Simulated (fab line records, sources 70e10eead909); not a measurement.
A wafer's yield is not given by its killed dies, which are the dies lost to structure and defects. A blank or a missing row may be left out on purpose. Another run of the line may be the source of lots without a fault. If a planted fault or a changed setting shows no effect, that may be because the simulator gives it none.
The tool behind it: which one? ; flow nand_harc ; 7 lots, 21 wafers sampled, at 3 steps of a route of 1159

WHAT THE GAUGES SHOWED, per wafer
NHARC_P_M2_CD_MEAS_09: target cd 170 nm.
lot;measured;on;cd_nm (nm)
L496;day 6 23:17;cd_sem-02;170.5 171.0 170.8
L497;day 7 02:49;cd_sem-01;170.1 170.2 169.8
L498;day 7 17:50;cd_sem-03;169.7 170.1 170.1
L500;day 7 21:36;cd_sem-03;170.9 169.8 170.4
L503;day 9 08:59;cd_sem-01;170.5 170.0 170.2
L509;day 10 03:43;cd_sem-03;170.2 170.6 169.5
L512;day 10 16:55;cd_sem-02;170.4 169.6 170.2

WHAT TOOL EACH LOT RAN ON (gives the tool, then ch and the chambers of the sampled wafers, and finally the start)
lot;NHARC_P_M1_DEP_33;NHARC_P_M2_EXPOSE_06
L496;pecvd-01 ch 0,1,2, day 6 22:10;arfi_scanner-02 ch 0, day 6 23:10
L497;pecvd-01 ch 0,2, day 7 01:31;arfi_scanner-03 ch 0, day 7 02:41
L498;pecvd-01 ch 0,1, day 7 16:35;arfi_scanner-01 ch 0, day 7 17:41
L500;pecvd-01 ch 0,1, day 7 20:21;arfi_scanner-03 ch 0, day 7 21:28
L503;pecvd-02 ch 0,2, day 9 07:41;arfi_scanner-01 ch 0, day 9 08:51
L509;pecvd-02 ch 0,1,2, day 10 02:35;arfi_scanner-01 ch 0, day 10 03:34
L512;pecvd-04 ch 0,1, day 10 15:38;arfi_scanner-03 ch 0, day 10 16:46
- NHARC_P_M1_DEP_33: deposits SiCN, target thk 30 nm.
- NHARC_P_M2_EXPOSE_06: exposes mask P M2, target cd 170 nm.

THE ANSWER, worked out from the rows above alone
Rule: the usual values come from the lots themselves. Put in order of their means at a reading, lots are off if they are a third of the lots or fewer, leave a main group of 4 or more, and stand apart from it by a gap of 3 or more times the standard deviation of the main group's means; of several such gaps the widest counts. Not used: any main group whose means are identical at the precision the tables above print for the reading. A lot without any number at a reading at which 4 lots or more have one is off too. The other lots that the step has rows for count as sound.
None of the lots is off at any reading shown; this tells nothing.

WHAT WAS PUT IN BY THE SIMULATOR
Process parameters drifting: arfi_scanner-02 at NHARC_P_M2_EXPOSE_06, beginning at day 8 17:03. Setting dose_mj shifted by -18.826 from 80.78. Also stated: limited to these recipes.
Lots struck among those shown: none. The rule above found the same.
